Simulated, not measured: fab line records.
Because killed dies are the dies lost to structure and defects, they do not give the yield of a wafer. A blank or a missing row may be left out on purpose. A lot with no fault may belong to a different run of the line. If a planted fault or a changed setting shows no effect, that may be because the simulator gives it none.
Matching of chambers / flow nand_harc / NHARC_A_STAIRCASE_DESCUM_443 on rie_diel-02 has 4 sister chambers
The step chemistry O2, time 3 s. 22 wafers are shown with their chamber, then 11 later ones without.

WAFERS PAIRED WITH THEIR CHAMBERS
wafer=L076.2; chamber=3; showerhead_plenum_p_Torr (Torr)=2.04; drypump_motor_current_A (A)=5.2; oes_product_au (a.u.)=1.002
wafer=L076.5; chamber=2; showerhead_plenum_p_Torr (Torr)=1.82; drypump_motor_current_A (A)=5.9; oes_product_au (a.u.)=1.006
wafer=L076.6; chamber=3; showerhead_plenum_p_Torr (Torr)=2.04; drypump_motor_current_A (A)=5.2; oes_product_au (a.u.)=0.996
wafer=L080.1; chamber=1; showerhead_plenum_p_Torr (Torr)=1.95; drypump_motor_current_A (A)=5.3; oes_product_au (a.u.)=1.025
wafer=L080.4; chamber=2; showerhead_plenum_p_Torr (Torr)=1.81; drypump_motor_current_A (A)=5.9; oes_product_au (a.u.)=1.008
wafer=L080.6; chamber=1; showerhead_plenum_p_Torr (Torr)=1.95; drypump_motor_current_A (A)=5.3; oes_product_au (a.u.)=1.025
wafer=L081.1; chamber=0; showerhead_plenum_p_Torr (Torr)=1.79; drypump_motor_current_A (A)=5.6; oes_product_au (a.u.)=0.986
wafer=L081.4; chamber=3; showerhead_plenum_p_Torr (Torr)=2.03; drypump_motor_current_A (A)=5.3; oes_product_au (a.u.)=0.991
wafer=L081.6; chamber=0; showerhead_plenum_p_Torr (Torr)=1.79; drypump_motor_current_A (A)=5.6; oes_product_au (a.u.)=0.984
wafer=L082.1; chamber=2; showerhead_plenum_p_Torr (Torr)=1.81; drypump_motor_current_A (A)=5.9; oes_product_au (a.u.)=1.009
wafer=L082.2; chamber=0; showerhead_plenum_p_Torr (Torr)=1.79; drypump_motor_current_A (A)=5.6; oes_product_au (a.u.)=1.008
wafer=L082.4; chamber=3; showerhead_plenum_p_Torr (Torr)=2.03; drypump_motor_current_A (A)=5.3; oes_product_au (a.u.)=0.992
wafer=L083.2; chamber=1; showerhead_plenum_p_Torr (Torr)=1.95; drypump_motor_current_A (A)=5.4; oes_product_au (a.u.)=1.023
wafer=L083.4; chamber=2; showerhead_plenum_p_Torr (Torr)=1.81; drypump_motor_current_A (A)=6.0; oes_product_au (a.u.)=1.006
wafer=L083.5; chamber=2; showerhead_plenum_p_Torr (Torr)=1.80; drypump_motor_current_A (A)=6.0; oes_product_au (a.u.)=1.001
wafer=L085.1; chamber=1; showerhead_plenum_p_Torr (Torr)=1.95; drypump_motor_current_A (A)=5.4; oes_product_au (a.u.)=1.019
wafer=L085.5; chamber=2; showerhead_plenum_p_Torr (Torr)=1.80; drypump_motor_current_A (A)=5.9; oes_product_au (a.u.)=0.986
wafer=L085.6; chamber=3; showerhead_plenum_p_Torr (Torr)=2.03; drypump_motor_current_A (A)=5.3; oes_product_au (a.u.)=0.986
wafer=L088.1; chamber=1; showerhead_plenum_p_Torr (Torr)=1.94; drypump_motor_current_A (A)=5.4; oes_product_au (a.u.)=1.022
wafer=L088.3; chamber=0; showerhead_plenum_p_Torr (Torr)=1.79; drypump_motor_current_A (A)=5.6; oes_product_au (a.u.)=0.982
wafer=L088.4; chamber=2; showerhead_plenum_p_Torr (Torr)=1.80; drypump_motor_current_A (A)=5.9; oes_product_au (a.u.)=0.994
wafer=L089.3; chamber=3; showerhead_plenum_p_Torr (Torr)=2.02; drypump_motor_current_A (A)=5.2; oes_product_au (a.u.)=0.995

SIGNATURES (means of the wafers above)
reading=showerhead_plenum_p_Torr; chamber 0=1.7900; chamber 1=1.9480; chamber 2=1.8071; chamber 3=2.0317; scatter within a chamber=0.00626
reading=drypump_motor_current_A; chamber 0=5.600; chamber 1=5.360; chamber 2=5.929; chamber 3=5.250; scatter within a chamber=0.0479
reading=oes_product_au; chamber 0=0.99000; chamber 1=1.02280; chamber 2=1.00143; chamber 3=0.99367; scatter within a chamber=0.00762
Rule: a wafer lies at a distance from a chamber equal to the root of the sum of squares, over the readings, of (its reading less the chamber's mean, divided by the reading's scatter). The wafer belongs to the nearest chamber; if the next one is less than 2 further off, it can't be placed. The scatter is the square root of a quotient: the sum, over the shown wafers, of each reading's squared deviation from its chamber's mean, divided by wafers minus chambers.

WAFERS MISSING THEIR CHAMBER
wafer=L089.4; showerhead_plenum_p_Torr (Torr)=1.79; drypump_motor_current_A (A)=5.6; oes_product_au (a.u.)=0.998
wafer=L089.5; showerhead_plenum_p_Torr (Torr)=1.94; drypump_motor_current_A (A)=5.4; oes_product_au (a.u.)=1.025
wafer=L093.2; showerhead_plenum_p_Torr (Torr)=1.80; drypump_motor_current_A (A)=5.9; oes_product_au (a.u.)=0.974
wafer=L093.3; showerhead_plenum_p_Torr (Torr)=2.02; drypump_motor_current_A (A)=5.3; oes_product_au (a.u.)=0.971
wafer=L093.6; showerhead_plenum_p_Torr (Torr)=2.02; drypump_motor_current_A (A)=5.3; oes_product_au (a.u.)=0.974
wafer=L096.1; showerhead_plenum_p_Torr (Torr)=2.02; drypump_motor_current_A (A)=5.2; oes_product_au (a.u.)=0.962
wafer=L096.3; showerhead_plenum_p_Torr (Torr)=1.80; drypump_motor_current_A (A)=6.0; oes_product_au (a.u.)=0.985
wafer=L096.6; showerhead_plenum_p_Torr (Torr)=2.02; drypump_motor_current_A (A)=5.3; oes_product_au (a.u.)=0.967
wafer=L097.2; showerhead_plenum_p_Torr (Torr)=2.01; drypump_motor_current_A (A)=5.3; oes_product_au (a.u.)=0.985
wafer=L097.5; showerhead_plenum_p_Torr (Torr)=1.94; drypump_motor_current_A (A)=5.4; oes_product_au (a.u.)=1.015
wafer=L097.6; showerhead_plenum_p_Torr (Torr)=1.78; drypump_motor_current_A (A)=5.6; oes_product_au (a.u.)=0.984

CHAMBER TAKEN BY EACH
wafer=L089.4; from the rows above=0; in truth=0
wafer=L089.5; from the rows above=1; in truth=1
wafer=L093.2; from the rows above=2; in truth=2
wafer=L093.3; from the rows above=3; in truth=3
wafer=L093.6; from the rows above=3; in truth=3
wafer=L096.1; from the rows above=3; in truth=3
wafer=L096.3; from the rows above=2; in truth=2
wafer=L096.6; from the rows above=3; in truth=3
wafer=L097.2; from the rows above=3; in truth=3
wafer=L097.5; from the rows above=1; in truth=1
wafer=L097.6; from the rows above=0; in truth=0
Correct placement for 11 of the 11. Left unplaced by these rows: 0. Placed wrongly: 0.
